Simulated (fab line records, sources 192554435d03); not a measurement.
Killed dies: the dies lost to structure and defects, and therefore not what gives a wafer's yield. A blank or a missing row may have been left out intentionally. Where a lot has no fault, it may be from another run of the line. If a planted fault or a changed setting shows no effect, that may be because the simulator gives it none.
fab line records :: flow n5Finfet
record
  lots=11
  wafers=33
  lastDay=17
route steps=1938 shown BEOL_M15@1829 MIM_BOT@1832 MIM_BOT_ETCH@1867 PASSIVATION@1921
lots that met no fault: from a run of the same line without faults
startH: hours from the record's opening day to when the first of the lot's shown wafers began :: waitH: hours from the lot's prior step to this one :: " as in the row above :: L1.1+2: one row covering several wafers at once :: - no value, or no start was given :: * or withheld: withheld :: < > ~ a bound
route shown NAME@n: names a module that has steps shown in the file, with the first one's number in the route :: usual: average and standard deviation across the fault-free wafers :: same: alike in all rows :: chamber/n: place in a boat :: sites: readings site by site :: _std_site: the standard deviation of these :: _edge_site: inner sites' mean taken away from outer sites' mean :: radiusMm: how far each site lies from the wafer's centre :: mask NAME#n: copy n :: behind: tool/chamber where the wafer was last shaped :: hold: why the lot was held/for how many hours/how that ended :: device: the transistor (n, p or np) that didn't switch :: end of line: tests of these same wafers at the route's end :: where a step has no rows: the recipe by itself :: killed: dies lost to structure and defects at the first sort, not the wafer's yield :: map: the dies of a wafer, with x for killed, . for not killed, _ for no die there
set.NAME: the run value of the setting; set.NAME@STEP: its run value at that earlier step :: model.NAME: the simulator's own value behind a step, which no gauge read
a sample of lots followed through the steps of the route, with each step as a table and each wafer as a row
services: the hour from which a tool's chamber was out of use, counted from the record's first day as startH (under 0 if before that day), plus the number of hours and why
## steps
# step N5_BEOL_M15_INSPECT_55
# recipe
  inspectInstrument=darkfield
  mode=postDep
# usual
  rawDefectCount=78/26
lot.wafer: L564.3
tool: defectInspect-01
chamber: -
startH: 276.66
waitH: 0.0
rawDefectCount: 77

lot.wafer: L564.5
tool: defectInspect-01
chamber: -
startH: 276.66
waitH: 0.0
rawDefectCount: 96

lot.wafer: L564.6
tool: defectInspect-01
chamber: -
startH: 276.66
waitH: 0.0
rawDefectCount: 61

lot.wafer: L565.3
tool: defectInspect-02
chamber: -
startH: 281.08
waitH: 0.0
rawDefectCount: 68

lot.wafer: L565.4
tool: defectInspect-02
chamber: -
startH: 281.08
waitH: 0.0
rawDefectCount: 39

lot.wafer: L565.5
tool: defectInspect-02
chamber: -
startH: 281.08
waitH: 0.0
rawDefectCount: 65

lot.wafer: L568.4
tool: defectInspect-01
chamber: -
startH: 285.08
waitH: 0.0
rawDefectCount: 54

lot.wafer: L568.5
tool: defectInspect-01
chamber: -
startH: 285.08
waitH: 0.0
rawDefectCount: 78

lot.wafer: L568.6
tool: defectInspect-01
chamber: -
startH: 285.08
waitH: 0.0
rawDefectCount: 61

lot.wafer: L569.2
tool: defectInspect-02
chamber: -
startH: 285.41
waitH: 0.0
rawDefectCount: 84

lot.wafer: L569.3
tool: defectInspect-02
chamber: -
startH: 285.41
waitH: 0.0
rawDefectCount: 96

lot.wafer: L569.6
tool: defectInspect-02
chamber: -
startH: 285.41
waitH: 0.0
rawDefectCount: 49

lot.wafer: L571.1
tool: defectInspect-02
chamber: -
startH: 306.54
waitH: 0.0
rawDefectCount: 125

lot.wafer: L571.3
tool: defectInspect-02
chamber: -
startH: 306.54
waitH: 0.0
rawDefectCount: 118

lot.wafer: L571.6
tool: defectInspect-02
chamber: -
startH: 306.54
waitH: 0.0
rawDefectCount: 94

lot.wafer: L578.4
tool: defectInspect-02
chamber: -
startH: 333.99
waitH: 0.0
rawDefectCount: 98

lot.wafer: L578.5
tool: defectInspect-02
chamber: -
startH: 333.99
waitH: 0.0
rawDefectCount: 62

lot.wafer: L578.6
tool: defectInspect-02
chamber: -
startH: 333.99
waitH: 0.0
rawDefectCount: 148

lot.wafer: L577.2
tool: defectInspect-02
chamber: -
startH: 340.67
waitH: 0.0
rawDefectCount: 70

lot.wafer: L577.3
tool: defectInspect-02
chamber: -
startH: 340.67
waitH: 0.0
rawDefectCount: 59

lot.wafer: L577.6
tool: defectInspect-02
chamber: -
startH: 340.67
waitH: 0.0
rawDefectCount: 100

lot.wafer: L582.2
tool: defectInspect-02
chamber: -
startH: 363.11
waitH: 0.0
rawDefectCount: 35

lot.wafer: L582.3
tool: defectInspect-02
chamber: -
startH: 363.11
waitH: 0.0
rawDefectCount: 95

lot.wafer: L582.6
tool: defectInspect-02
chamber: -
startH: 363.11
waitH: 0.0
rawDefectCount: 74

lot.wafer: L585.2
tool: defectInspect-01
chamber: -
startH: 375.06
waitH: 0.0
rawDefectCount: 91

lot.wafer: L585.3
tool: defectInspect-01
chamber: -
startH: 375.06
waitH: 0.0
rawDefectCount: 131

lot.wafer: L585.5
tool: defectInspect-01
chamber: -
startH: 375.06
waitH: 0.0
rawDefectCount: 95

lot.wafer: L583.1
tool: defectInspect-02
chamber: -
startH: 385.26
waitH: 0.0
rawDefectCount: 73

lot.wafer: L583.2
tool: defectInspect-02
chamber: -
startH: 385.26
waitH: 0.0
rawDefectCount: 77

lot.wafer: L583.6
tool: defectInspect-02
chamber: -
startH: 385.26
waitH: 0.0
rawDefectCount: 71

lot.wafer: L584.1
tool: defectInspect-01
chamber: -
startH: 386.79
waitH: 0.0
rawDefectCount: 53

lot.wafer: L584.2
tool: defectInspect-01
chamber: -
startH: 386.79
waitH: 0.0
rawDefectCount: 75

lot.wafer: L584.6
tool: defectInspect-01
chamber: -
startH: 386.79
waitH: 0.0
rawDefectCount: 75
# step N5_MIM_BOT_DEGAS_01
# recipe
  ambient=vacuum
  tempC=300
  timeS=60
# usual
  heaterPowerW=487/52
lot.wafer: L564.3
tool: pvdSputter-01
chamber: -
startH: 279.09
waitH: 1.4
heaterPowerW: 422

lot.wafer: L564.5
tool: pvdSputter-01
chamber: -
startH: 279.09
waitH: 1.4
heaterPowerW: 419

lot.wafer: L564.6
tool: pvdSputter-01
chamber: -
startH: 279.09
waitH: 1.4
heaterPowerW: 488

lot.wafer: L565.3
tool: pvdSputter-02
chamber: -
startH: 283.21
waitH: 1.1
heaterPowerW: 475

lot.wafer: L565.4
tool: pvdSputter-02
chamber: -
startH: 283.21
waitH: 1.1
heaterPowerW: 519

lot.wafer: L565.5
tool: pvdSputter-02
chamber: -
startH: 283.21
waitH: 1.1
heaterPowerW: 522

lot.wafer: L568.4
tool: pvdSputter-03
chamber: -
startH: 286.44
waitH: 0.3
heaterPowerW: 581

lot.wafer: L568.5
tool: pvdSputter-03
chamber: -
startH: 286.44
waitH: 0.3
heaterPowerW: 488

lot.wafer: L568.6
tool: pvdSputter-03
chamber: -
startH: 286.44
waitH: 0.3
heaterPowerW: 532

lot.wafer: L569.2
tool: pvdSputter-02
chamber: -
startH: 288.38
waitH: 1.4
heaterPowerW: 541

lot.wafer: L569.3
tool: pvdSputter-02
chamber: -
startH: 288.38
waitH: 1.4
heaterPowerW: 428

lot.wafer: L569.6
tool: pvdSputter-02
chamber: -
startH: 288.38
waitH: 1.4
heaterPowerW: 434

lot.wafer: L571.1
tool: pvdSputter-02
chamber: -
startH: 308.10
waitH: 0.6
heaterPowerW: 412

lot.wafer: L571.3
tool: pvdSputter-02
chamber: -
startH: 308.10
waitH: 0.6
heaterPowerW: 516

lot.wafer: L571.6
tool: pvdSputter-02
chamber: -
startH: 308.10
waitH: 0.6
heaterPowerW: 485

lot.wafer: L578.4
tool: pvdSputter-03
chamber: -
startH: 336.02
waitH: 1.0
heaterPowerW: 577

lot.wafer: L578.5
tool: pvdSputter-03
chamber: -
startH: 336.02
waitH: 1.0
heaterPowerW: 410

lot.wafer: L578.6
tool: pvdSputter-03
chamber: -
startH: 336.02
waitH: 1.0
heaterPowerW: 567

lot.wafer: L577.2
tool: pvdSputter-03
chamber: -
startH: 342.02
waitH: 0.3
heaterPowerW: 413

lot.wafer: L577.3
tool: pvdSputter-03
chamber: -
startH: 342.02
waitH: 0.3
heaterPowerW: 567

lot.wafer: L577.6
tool: pvdSputter-03
chamber: -
startH: 342.02
waitH: 0.3
heaterPowerW: 529

lot.wafer: L582.2
tool: pvdSputter-02
chamber: -
startH: 366.60
waitH: 2.5
heaterPowerW: 474

lot.wafer: L582.3
tool: pvdSputter-02
chamber: -
startH: 366.60
waitH: 2.5
heaterPowerW: 546

lot.wafer: L582.6
tool: pvdSputter-02
chamber: -
startH: 366.60
waitH: 2.5
heaterPowerW: 536

lot.wafer: L585.2
tool: pvdSputter-03
chamber: -
startH: 376.78
waitH: 0.7
heaterPowerW: 408

lot.wafer: L585.3
tool: pvdSputter-03
chamber: -
startH: 376.78
waitH: 0.7
heaterPowerW: 564

lot.wafer: L585.5
tool: pvdSputter-03
chamber: -
startH: 376.78
waitH: 0.7
heaterPowerW: 523

lot.wafer: L583.1
tool: pvdSputter-01
chamber: -
startH: 386.63
waitH: 0.4
heaterPowerW: 421

lot.wafer: L583.2
tool: pvdSputter-01
chamber: -
startH: 386.63
waitH: 0.4
heaterPowerW: 400

lot.wafer: L583.6
tool: pvdSputter-01
chamber: -
startH: 386.63
waitH: 0.4
heaterPowerW: 500

lot.wafer: L584.1
tool: pvdSputter-02
chamber: -
startH: 388.88
waitH: 1.1
heaterPowerW: 459

lot.wafer: L584.2
tool: pvdSputter-02
chamber: -
startH: 388.88
waitH: 1.1
heaterPowerW: 535

lot.wafer: L584.6
tool: pvdSputter-02
chamber: -
startH: 388.88
waitH: 1.1
heaterPowerW: 494
# step N5_MIM_BOT_ETCH_ETCH_03
# recipe
  chemistry=Cl2/BCl3
  targetDepthA=120
  pressureMtorr=8
  icpW=800
  biasW=100
  Cl2_flow_sccm=20
  bcl3FlowSccm=80
# usual
  drypumpMotorCurrentA=5.7/0.39
  oesProductAu=0.75/0.07
  throttleValvePct=27.49/0.13
lot.wafer: L564.3
tool: rieMetal-03
chamber: 1
startH: 281.61
waitH: 0.1
drypumpMotorCurrentA: 5.7
oesProductAu: 0.69
rfHoursCounterH: -
throttleValvePct: 27.49

lot.wafer: L564.5
tool: rieMetal-03
chamber: 1
startH: 281.61
waitH: 0.1
drypumpMotorCurrentA: 5.7
oesProductAu: 0.68
rfHoursCounterH: -
throttleValvePct: 27.49

lot.wafer: L564.6
tool: rieMetal-03
chamber: 0
startH: 281.61
waitH: 0.1
drypumpMotorCurrentA: 5.2
oesProductAu: 0.83
rfHoursCounterH: -
throttleValvePct: 27.48

lot.wafer: L565.3
tool: rieMetal-01
chamber: 0
startH: 286.09
waitH: 0.1
drypumpMotorCurrentA: 6.6
oesProductAu: 0.79
rfHoursCounterH: -
throttleValvePct: 27.55

lot.wafer: L565.4
tool: rieMetal-01
chamber: 1
startH: 286.09
waitH: 0.1
drypumpMotorCurrentA: 5.8
oesProductAu: 0.71
rfHoursCounterH: -
throttleValvePct: 27.39

lot.wafer: L565.5
tool: rieMetal-01
chamber: 0
startH: 286.09
waitH: 0.1
drypumpMotorCurrentA: 6.6
oesProductAu: 0.80
rfHoursCounterH: -
throttleValvePct: 27.57

lot.wafer: L568.4
tool: rieMetal-02
chamber: 0
startH: 289.90
waitH: 0.1
drypumpMotorCurrentA: 5.9
oesProductAu: 0.85
rfHoursCounterH: -
throttleValvePct: 27.30

lot.wafer: L568.5
tool: rieMetal-02
chamber: 0
startH: 289.90
waitH: 0.1
drypumpMotorCurrentA: 5.9
oesProductAu: 0.85
rfHoursCounterH: -
throttleValvePct: 27.30

lot.wafer: L568.6
tool: rieMetal-02
chamber: 1
startH: 289.90
waitH: 0.1
drypumpMotorCurrentA: 5.4
oesProductAu: 0.70
rfHoursCounterH: -
throttleValvePct: 27.67

lot.wafer: L569.2
tool: rieMetal-01
chamber: 1
startH: 291.79
waitH: 0.1
drypumpMotorCurrentA: 5.8
oesProductAu: 0.71
rfHoursCounterH: 71
throttleValvePct: 27.38

lot.wafer: L569.3
tool: rieMetal-01
chamber: 0
startH: 291.79
waitH: 0.1
drypumpMotorCurrentA: 6.6
oesProductAu: 0.78
rfHoursCounterH: -
throttleValvePct: 27.57

lot.wafer: L569.6
tool: rieMetal-01
chamber: 1
startH: 291.79
waitH: 0.1
drypumpMotorCurrentA: 5.8
oesProductAu: 0.71
rfHoursCounterH: -
throttleValvePct: 27.38

lot.wafer: L571.1
tool: rieMetal-02
chamber: 0
startH: 311.92
waitH: 0.1
drypumpMotorCurrentA: 5.9
oesProductAu: 0.85
rfHoursCounterH: 23
throttleValvePct: 27.30

lot.wafer: L571.3
tool: rieMetal-02
chamber: 1
startH: 311.92
waitH: 0.1
drypumpMotorCurrentA: 5.5
oesProductAu: 0.69
rfHoursCounterH: -
throttleValvePct: 27.66

lot.wafer: L571.6
tool: rieMetal-02
chamber: 1
startH: 311.92
waitH: 0.1
drypumpMotorCurrentA: 5.5
oesProductAu: 0.69
rfHoursCounterH: -
throttleValvePct: 27.69

lot.wafer: L578.4
tool: rieMetal-03
chamber: 1
startH: 339.33
waitH: 0.1
drypumpMotorCurrentA: 5.7
oesProductAu: 0.68
rfHoursCounterH: -
throttleValvePct: 27.49

lot.wafer: L578.5
tool: rieMetal-03
chamber: 1
startH: 339.33
waitH: 0.1
drypumpMotorCurrentA: 5.7
oesProductAu: 0.68
rfHoursCounterH: -
throttleValvePct: 27.49

lot.wafer: L578.6
tool: rieMetal-03
chamber: 0
startH: 339.33
waitH: 0.1
drypumpMotorCurrentA: 5.2
oesProductAu: 0.82
rfHoursCounterH: -
throttleValvePct: 27.46

lot.wafer: L577.2
tool: rieMetal-03
chamber: 0
startH: 345.61
waitH: 0.1
drypumpMotorCurrentA: 5.2
oesProductAu: 0.81
rfHoursCounterH: 24
throttleValvePct: 27.48

lot.wafer: L577.3
tool: rieMetal-03
chamber: 0
startH: 345.61
waitH: 0.1
drypumpMotorCurrentA: 5.2
oesProductAu: 0.81
rfHoursCounterH: -
throttleValvePct: 27.48

lot.wafer: L577.6
tool: rieMetal-03
chamber: 0
startH: 345.61
waitH: 0.1
drypumpMotorCurrentA: 5.2
oesProductAu: 0.81
rfHoursCounterH: -
throttleValvePct: 27.48

lot.wafer: L582.2
tool: rieMetal-02
chamber: 0
startH: 369.04
waitH: 0.1
drypumpMotorCurrentA: 5.9
oesProductAu: 0.83
rfHoursCounterH: 28
throttleValvePct: 27.31

lot.wafer: L582.3
tool: rieMetal-02
chamber: 1
startH: 369.04
waitH: 0.1
drypumpMotorCurrentA: 5.5
oesProductAu: 0.67
rfHoursCounterH: -
throttleValvePct: 27.69

lot.wafer: L582.6
tool: rieMetal-02
chamber: 0
startH: 369.04
waitH: 0.1
drypumpMotorCurrentA: 5.9
oesProductAu: 0.83
rfHoursCounterH: -
throttleValvePct: 27.30

lot.wafer: L585.2
tool: rieMetal-02
chamber: 0
startH: 379.37
waitH: 0.1
drypumpMotorCurrentA: 5.9
oesProductAu: 0.83
rfHoursCounterH: 29
throttleValvePct: 27.32

lot.wafer: L585.3
tool: rieMetal-02
chamber: 0
startH: 379.37
waitH: 0.1
drypumpMotorCurrentA: 5.9
oesProductAu: 0.83
rfHoursCounterH: -
throttleValvePct: 27.31

lot.wafer: L585.5
tool: rieMetal-02
chamber: 0
startH: 379.37
waitH: 0.1
drypumpMotorCurrentA: 5.9
oesProductAu: 0.83
rfHoursCounterH: -
throttleValvePct: 27.34

lot.wafer: L583.1
tool: rieMetal-03
chamber: 1
startH: 390.21
waitH: 0.1
drypumpMotorCurrentA: 5.7
oesProductAu: 0.66
rfHoursCounterH: 94
throttleValvePct: 27.50

lot.wafer: L583.2
tool: rieMetal-03
chamber: 0
startH: 390.21
waitH: 0.1
drypumpMotorCurrentA: 5.2
oesProductAu: 0.80
rfHoursCounterH: 29
throttleValvePct: 27.46

lot.wafer: L583.6
tool: rieMetal-03
chamber: 0
startH: 390.21
waitH: 0.1
drypumpMotorCurrentA: 5.3
oesProductAu: 0.79
rfHoursCounterH: -
throttleValvePct: 27.48

lot.wafer: L584.1
tool: rieMetal-02
chamber: 0
startH: 391.15
waitH: 0.1
drypumpMotorCurrentA: 5.9
oesProductAu: 0.82
rfHoursCounterH: 30
throttleValvePct: 27.31

lot.wafer: L584.2
tool: rieMetal-02
chamber: 1
startH: 391.15
waitH: 0.1
drypumpMotorCurrentA: 5.5
oesProductAu: 0.68
rfHoursCounterH: 84
throttleValvePct: 27.70

lot.wafer: L584.6
tool: rieMetal-02
chamber: 1
startH: 391.15
waitH: 0.1
drypumpMotorCurrentA: 5.5
oesProductAu: 0.67
rfHoursCounterH: -
throttleValvePct: 27.69
# step N5_PASSIVATION_EXPOSE_41
# recipe
  maskId=PASS_OPEN
  na=0.55
  defocusNm=0
  sourceShape=conventional
  sigmaOuter=0.8
  polarization=unpolarized
  targetCdNm=40000
  doseMj=57.25
# usual
  exposureDoseMJCm2=57.24/0.061
lot.wafer: L564.3
tool: krfScanner-02
chamber: 0
startH: 287.99
waitH: -
mask: PASS_OPEN#0
exposureDoseMJCm2: 57.25

lot.wafer: L564.5
tool: krfScanner-02
chamber: 0
startH: 287.99
waitH: -
mask: PASS_OPEN#0
exposureDoseMJCm2: 57.31

lot.wafer: L564.6
tool: krfScanner-02
chamber: 0
startH: 287.99
waitH: -
mask: PASS_OPEN#0
exposureDoseMJCm2: 57.33

lot.wafer: L565.3
tool: krfScanner-01
chamber: 0
startH: 293.34
waitH: -
mask: PASS_OPEN#0
exposureDoseMJCm2: 57.28

lot.wafer: L565.4
tool: krfScanner-01
chamber: 0
startH: 293.34
waitH: -
mask: PASS_OPEN#0
exposureDoseMJCm2: 57.28

lot.wafer: L565.5
tool: krfScanner-01
chamber: 0
startH: 293.34
waitH: -
mask: PASS_OPEN#0
exposureDoseMJCm2: 57.20

lot.wafer: L568.4
tool: krfScanner-01
chamber: 0
startH: 296.30
waitH: -
mask: PASS_OPEN#0
exposureDoseMJCm2: 57.21

lot.wafer: L568.5
tool: krfScanner-01
chamber: 0
startH: 296.30
waitH: -
mask: PASS_OPEN#0
exposureDoseMJCm2: 57.30

lot.wafer: L568.6
tool: krfScanner-01
chamber: 0
startH: 296.30
waitH: -
mask: PASS_OPEN#0
exposureDoseMJCm2: 57.26

lot.wafer: L569.2
tool: krfScanner-02
chamber: 0
startH: 297.08
waitH: -
mask: PASS_OPEN#0
exposureDoseMJCm2: 57.15

lot.wafer: L569.3
tool: krfScanner-02
chamber: 0
startH: 297.08
waitH: -
mask: PASS_OPEN#0
exposureDoseMJCm2: 57.18

lot.wafer: L569.6
tool: krfScanner-02
chamber: 0
startH: 297.08
waitH: -
mask: PASS_OPEN#0
exposureDoseMJCm2: 57.25

lot.wafer: L571.1
tool: krfScanner-02
chamber: 0
startH: 316.45
waitH: -
mask: PASS_OPEN#0
exposureDoseMJCm2: 57.09

lot.wafer: L571.3
tool: krfScanner-02
chamber: 0
startH: 316.45
waitH: -
mask: PASS_OPEN#0
exposureDoseMJCm2: 57.14

lot.wafer: L571.6
tool: krfScanner-02
chamber: 0
startH: 316.45
waitH: -
mask: PASS_OPEN#0
exposureDoseMJCm2: 57.13

lot.wafer: L578.4
tool: krfScanner-02
chamber: 0
startH: 344.68
waitH: -
mask: PASS_OPEN#0
exposureDoseMJCm2: 59.54

lot.wafer: L578.5
tool: krfScanner-02
chamber: 0
startH: 344.68
waitH: -
mask: PASS_OPEN#0
exposureDoseMJCm2: 59.67

lot.wafer: L578.6
tool: krfScanner-02
chamber: 0
startH: 344.68
waitH: -
mask: PASS_OPEN#0
exposureDoseMJCm2: 59.66

lot.wafer: L577.2
tool: krfScanner-02
chamber: 0
startH: 352.60
waitH: -
mask: PASS_OPEN#0
exposureDoseMJCm2: 59.66

lot.wafer: L577.3
tool: krfScanner-02
chamber: 0
startH: 352.60
waitH: -
mask: PASS_OPEN#0
exposureDoseMJCm2: 59.66

lot.wafer: L577.6
tool: krfScanner-02
chamber: 0
startH: 352.60
waitH: -
mask: PASS_OPEN#0
exposureDoseMJCm2: 59.68

lot.wafer: L582.2
tool: krfScanner-01
chamber: 0
startH: 376.07
waitH: -
mask: PASS_OPEN#0
exposureDoseMJCm2: 57.22

lot.wafer: L582.3
tool: krfScanner-01
chamber: 0
startH: 376.07
waitH: -
mask: PASS_OPEN#0
exposureDoseMJCm2: 57.34

lot.wafer: L582.6
tool: krfScanner-01
chamber: 0
startH: 376.07
waitH: -
mask: PASS_OPEN#0
exposureDoseMJCm2: 57.28

lot.wafer: L585.2
tool: krfScanner-01
chamber: 0
startH: 385.41
waitH: -
mask: PASS_OPEN#0
exposureDoseMJCm2: 57.22

lot.wafer: L585.3
tool: krfScanner-01
chamber: 0
startH: 385.41
waitH: -
mask: PASS_OPEN#0
exposureDoseMJCm2: 57.18

lot.wafer: L585.5
tool: krfScanner-01
chamber: 0
startH: 385.41
waitH: -
mask: PASS_OPEN#0
exposureDoseMJCm2: 57.15

lot.wafer: L583.1
tool: krfScanner-01
chamber: 0
startH: 396.33
waitH: -
mask: PASS_OPEN#0
exposureDoseMJCm2: 57.34

lot.wafer: L583.2
tool: krfScanner-01
chamber: 0
startH: 396.33
waitH: -
mask: PASS_OPEN#0
exposureDoseMJCm2: 57.32

lot.wafer: L583.6
tool: krfScanner-01
chamber: 0
startH: 396.33
waitH: -
mask: PASS_OPEN#0
exposureDoseMJCm2: 57.33

lot.wafer: L584.1
tool: krfScanner-01
chamber: 0
startH: 397.76
waitH: -
mask: PASS_OPEN#0
exposureDoseMJCm2: 57.26

lot.wafer: L584.2
tool: krfScanner-01
chamber: 0
startH: 397.76
waitH: -
mask: PASS_OPEN#0
exposureDoseMJCm2: 57.29

lot.wafer: L584.6
tool: krfScanner-01
chamber: 0
startH: 397.76
waitH: -
mask: PASS_OPEN#0
exposureDoseMJCm2: 57.24
# step N5_PASSIVATION_CD_MEAS_44
# recipe
  targetCdNm=40000
  landingEnergyEv=500
  detector=seInlens
# usual
  cdNm=39998/2.6
lot.wafer: L564.3
tool: cdSem-01
chamber: 0
startH: 288.16
waitH: -
cdNm: 40001

lot.wafer: L564.5
tool: cdSem-01
chamber: 0
startH: 288.16
waitH: -
cdNm: 39995

lot.wafer: L564.6
tool: cdSem-01
chamber: 0
startH: 288.16
waitH: -
cdNm: 40000

lot.wafer: L565.3
tool: cdSem-02
chamber: 0
startH: 293.51
waitH: -
cdNm: 39993

lot.wafer: L565.4
tool: cdSem-02
chamber: 0
startH: 293.51
waitH: -
cdNm: 39995

lot.wafer: L565.5
tool: cdSem-02
chamber: 0
startH: 293.51
waitH: -
cdNm: 39994

lot.wafer: L568.4
tool: cdSem-01
chamber: 0
startH: 296.47
waitH: -
cdNm: 39999

lot.wafer: L568.5
tool: cdSem-01
chamber: 0
startH: 296.47
waitH: -
cdNm: 40000

lot.wafer: L568.6
tool: cdSem-01
chamber: 0
startH: 296.47
waitH: -
cdNm: 40000

lot.wafer: L569.2
tool: cdSem-03
chamber: 0
startH: 297.25
waitH: -
cdNm: 40001

lot.wafer: L569.3
tool: cdSem-03
chamber: 0
startH: 297.25
waitH: -
cdNm: 40000

lot.wafer: L569.6
tool: cdSem-03
chamber: 0
startH: 297.25
waitH: -
cdNm: 39997

lot.wafer: L571.1
tool: cdSem-02
chamber: 0
startH: 316.63
waitH: -
cdNm: 40005

lot.wafer: L571.3
tool: cdSem-02
chamber: 0
startH: 316.63
waitH: -
cdNm: 40002

lot.wafer: L571.6
tool: cdSem-02
chamber: 0
startH: 316.63
waitH: -
cdNm: 40003

lot.wafer: L578.4
tool: cdSem-01
chamber: 0
startH: 344.84
waitH: -
cdNm: 40016

lot.wafer: L578.5
tool: cdSem-01
chamber: 0
startH: 344.84
waitH: -
cdNm: 40012

lot.wafer: L578.6
tool: cdSem-01
chamber: 0
startH: 344.84
waitH: -
cdNm: 40015

lot.wafer: L577.2
tool: cdSem-01
chamber: 0
startH: 352.77
waitH: -
cdNm: 40019

lot.wafer: L577.3
tool: cdSem-01
chamber: 0
startH: 352.77
waitH: -
cdNm: 40010

lot.wafer: L577.6
tool: cdSem-01
chamber: 0
startH: 352.77
waitH: -
cdNm: 40017

lot.wafer: L582.2
tool: cdSem-02
chamber: 0
startH: 376.24
waitH: -
cdNm: 39996

lot.wafer: L582.3
tool: cdSem-02
chamber: 0
startH: 376.24
waitH: -
cdNm: 39999

lot.wafer: L582.6
tool: cdSem-02
chamber: 0
startH: 376.24
waitH: -
cdNm: 39996

lot.wafer: L585.2
tool: cdSem-01
chamber: 0
startH: 385.58
waitH: -
cdNm: 40000

lot.wafer: L585.3
tool: cdSem-01
chamber: 0
startH: 385.58
waitH: -
cdNm: 40000

lot.wafer: L585.5
tool: cdSem-01
chamber: 0
startH: 385.58
waitH: -
cdNm: 40000

lot.wafer: L583.1
tool: cdSem-03
chamber: 0
startH: 396.51
waitH: -
cdNm: 39995

lot.wafer: L583.2
tool: cdSem-03
chamber: 0
startH: 396.51
waitH: -
cdNm: 40000

lot.wafer: L583.6
tool: cdSem-03
chamber: 0
startH: 396.51
waitH: -
cdNm: 39998

lot.wafer: L584.1
tool: cdSem-01
chamber: 0
startH: 397.94
waitH: -
cdNm: 39999

lot.wafer: L584.2
tool: cdSem-01
chamber: 0
startH: 397.94
waitH: -
cdNm: 39996

lot.wafer: L584.6
tool: cdSem-01
chamber: 0
startH: 397.94
waitH: -
cdNm: 40002
## services
tool: krfScanner-02
chamber: -
startH: 255.66
hours: 3.0
kind: pm

tool: rieMetal-03
chamber: -
startH: 259.33
hours: 0.2
kind: repair

tool: krfScanner-02
chamber: -
startH: 289.07
hours: 1.0
kind: pm

tool: krfScanner-02
chamber: -
startH: 292.64
hours: 0.8
kind: pm

tool: krfScanner-01
chamber: -
startH: 298.32
hours: 0.8
kind: pm

tool: krfScanner-01
chamber: -
startH: 323.64
hours: 1.3
kind: pm

tool: krfScanner-02
chamber: -
startH: 327.63
hours: 0.8
kind: pm

tool: krfScanner-02
chamber: 0
startH: 336.66
hours: -
kind: calibration

tool: krfScanner-02
chamber: -
startH: 337.70
hours: 2.0
kind: repair

tool: krfScanner-02
chamber: -
startH: 354.65
hours: 4.4
kind: pm

tool: krfScanner-02
chamber: -
startH: 361.23
hours: 0.2
kind: repair

tool: krfScanner-01
chamber: -
startH: 366.12
hours: 2.3
kind: repair

tool: krfScanner-02
chamber: -
startH: 384.26
hours: 1.9
kind: repair

tool: rieMetal-03
chamber: 0
startH: 385.93
hours: 3.5
kind: repair

tool: rieMetal-02
chamber: -
startH: 386.02
hours: 0.7
kind: repair

tool: pvdSputter-03
chamber: -
startH: 390.12
hours: 2.8
kind: repair

tool: krfScanner-02
chamber: -
startH: 390.52
hours: 1.3
kind: pm

tool: rieMetal-02
chamber: -
startH: 391.73
hours: 1.4
kind: pm

tool: krfScanner-02
chamber: -
startH: 395.10
hours: 5.2
kind: repair
## key
firstSign
  step=N5_PASSIVATION_EXPOSE_41
  reading=exposureDoseMJCm2
  direction=up
  sigmas=39
  usual=57.24
  struck=59.64
effect
  step=N5_PASSIVATION_CD_MEAS_44
  reading=cdNm
  direction=up
  sigmas=4.1
  usual=39998
  struck=40015
metAt N5_PASSIVATION_EXPOSE_41
struckLots L577,L578
notActingAt N5_BEOL_M15_INSPECT_55,N5_MIM_BOT_DEGAS_01,N5_MIM_BOT_ETCH_ETCH_03
onsetBetween 316.45 344.68
fault
  kind=processParameterDrift
  tool=krfScanner-02
  chamber=-
  onsetH=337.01
  steps=N5_PASSIVATION_EXPOSE_41
  channel=doseMj
  offset=2.421
  shape=step
  actsIn=theseRecipesOnly
  stated=57.25
